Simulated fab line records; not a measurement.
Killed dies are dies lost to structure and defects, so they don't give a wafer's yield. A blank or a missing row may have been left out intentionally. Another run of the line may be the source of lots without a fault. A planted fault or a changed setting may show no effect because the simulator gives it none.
Struck lot and sound lot, side by side | flow nand harc | 25 out of 1302 route steps
Sound: the wafers L857.1, L857.2, L857.6. The struck wafers were L875.2, L875.3, L875.6. The cause is given at the end.
Order at every step that has rows: each side's tool, ch and its chambers, its first start. Under that, the readings that differ: sound wafers | struck wafers | difference of the means | sigmas: that difference in standard deviations of wafers without a fault.
alike: readings with means less than 2 such deviations apart, plus words and numbers identical on both sides. not compared: withheld readings, readings lacking a value on some wafer, bounds such as >300 that could conceal the same value, and numbers that have no deviation in the record and whose values overlap.
A row with sigmas, a row that says differs or no value, or rows on one side alone: a step with any of these is where the two part. When numbers do not overlap yet have no deviation, they are printed without sigmas and do not part them. A reading that every wafer of one side lacks parts them only if that side has two wafers or more.

first, 1 step without rows for these wafers: NHARC_A_M0_SRD_25.
NHARC_A_M0_INSPECT_27:
  sound on defect inspect-02, day 23 11:25; struck on defect inspect-01, day 31 03:25
  alike: raw defect count
NHARC_A_M0_PRE_CLEAN_31: time 12 s.
  sound on pecvd-04 ch 1,2, day 23 11:29; struck on pecvd-04 ch 0,2, day 31 03:29
  alike: heater power w
NHARC_A_M0_DEP_32: deposits SiCN, target thk 30 nm.
  sound on pecvd-04 ch 1,2, day 23 11:34; struck on pecvd-04 ch 0,2, day 31 03:34
  alike: heater power w
then, 7 steps without rows for these wafers: NHARC_A_M1_DEP_00 (deposits SiOC, target thk 182.5 nm); NHARC_A_M1_DEHYDRATE_01 (time 120 s); NHARC_A_M1_HMDS_02 (time 30 s); NHARC_A_M1_COAT_34 (time 65 s); NHARC_A_M1_COAT_03 (resist thk 90 nm); NHARC_A_M1_SOFTBAKE_04 (time 55 s); NHARC_A_M1_EBR_05.
NHARC_A_M1_EXPOSE_06: exposes mask A M1, target cd 120 nm.
  sound on arfi scanner-02 ch 0, day 23 12:39; struck on arfi scanner-03 ch 0, day 31 04:41
  reading              | sound             | struck            | difference | sigmas
  exposure dose mJ cm2 | 75.08 75.13 74.98 | 93.87 94.01 93.86 | +18.85     | +99 or more
  alike: mask, focus offset nm
then, 2 steps without rows for these wafers: NHARC_A_M1_PEB_07 (peb time 65 s); NHARC_A_M1_DEVELOP_08 (develop time 35 s).
NHARC_A_M1_CD_MEAS_09 targets a cd of 120 nm.
  sound on cd sem-03 ch 0, day 23 12:47; struck on cd sem-02 ch 0, day 31 04:49
  reading    | sound             | struck            | difference | sigmas
  cd nm (nm) | 120.6 120.4 120.0 | 132.2 133.2 133.0 | +12.5      | +27
NHARC_A_M1_OVL_MEAS_10: pitch 240 nm.
  sound on overlay-02, day 23 12:53; struck on overlay-01, day 31 04:54
  alike: overlay x nm, overlay y nm
NHARC_A_M1_INSPECT_11:
  sound on defect inspect-02, day 23 12:55; struck on defect inspect-01, day 31 04:56
  alike: raw defect count
NHARC_A_M1_DESCUM_14: chemistry O2, time 3 s.
  sound on rie diel-04 ch 0,1,3, day 23 13:00; struck on rie diel-12 ch 0,2,3, day 31 05:01
  reading               | sound             | struck            | difference | sigmas
  model.A_M1.cd nm (nm) | 120.5 120.5 120.5 | 132.9 133.8 132.9 | +12.7      |
  alike: drypump motor current A, oes product au, rf vpp V, showerhead plenum p Torr, throttle valve pct
  not compared: rf hours counter h
NHARC_A_M1_ETCH_35: etches the open film in N2/H2, target depth 40 nm, overetch 12 nm, time 43.94 s.
  sound on rie diel-04 ch 1,3, day 23 13:04; struck on rie diel-12 ch 0,1, day 31 05:05
  alike: drypump motor current A, oes product au, rf vpp V, showerhead plenum p Torr, throttle valve pct
  not compared: rf hours counter h
NHARC_A_M1_ETCH_15: etches the open film in C4F8/Ar, target depth 182.5 nm, time 91.2 s.
  sound on rie diel-04 ch 0,1; struck on rie diel-12 ch 1,3
  alike: oes product au, rf vpp V
  not compared: rf hours counter h
NHARC_A_M1_CD_MEAS_16:
  sound on cd sem-01, day 23 13:17; struck on cd sem-03, day 31 05:19
  reading    | sound             | struck            | difference | sigmas
  cd nm (nm) | 120.5 120.2 120.3 | 132.7 134.0 132.8 | +12.8      | +21
NHARC_A_M1_STRIP_18: strips in N2/H2.
  sound on rie diel-12 ch 0,1,2, day 23 13:22; struck on rie diel-04 ch 2,3, day 31 05:23
  alike: drypump motor current A, oes product au, rf vpp V, showerhead plenum p Torr, throttle valve pct
  not compared: rf hours counter h
NHARC_A_M1_ETCH_28: etches the open film in CF4/N2, target depth 30 nm, time 72.99 s.
  sound on rie diel-12 ch 0,2,3; struck on rie diel-04 ch 2,3
  reading               | sound             | struck          | difference | sigmas
  model.A_M1.cd nm (nm) | 120.6 120.2 120.3 | 133.2 134.4 133 | +13.2      |
  alike: cf4 flow sccm, drypump motor current A, oes product au, rf vpp V, showerhead plenum p Torr, throttle valve pct
  not compared: rf hours counter h
then, 2 steps without rows for these wafers: NHARC_A_M1_STRIP_19 (strips in post etch residue remover, time 600 s); NHARC_END_SORT_01.

## WHERE THEY PART
First at NHARC_A_M1_EXPOSE_06; last, within this record, at NHARC_A_M1_CD_MEAS_16. Later steps at which nothing parts them and some readings are alike: NHARC_A_M1_STRIP_18, NHARC_A_M1_ETCH_28.

WHY: what had been put in by the simulator
Process parameter drift: arfi scanner-03, from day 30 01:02 on, at NHARC_A_M1_EXPOSE_06. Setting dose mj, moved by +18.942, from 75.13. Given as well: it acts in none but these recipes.
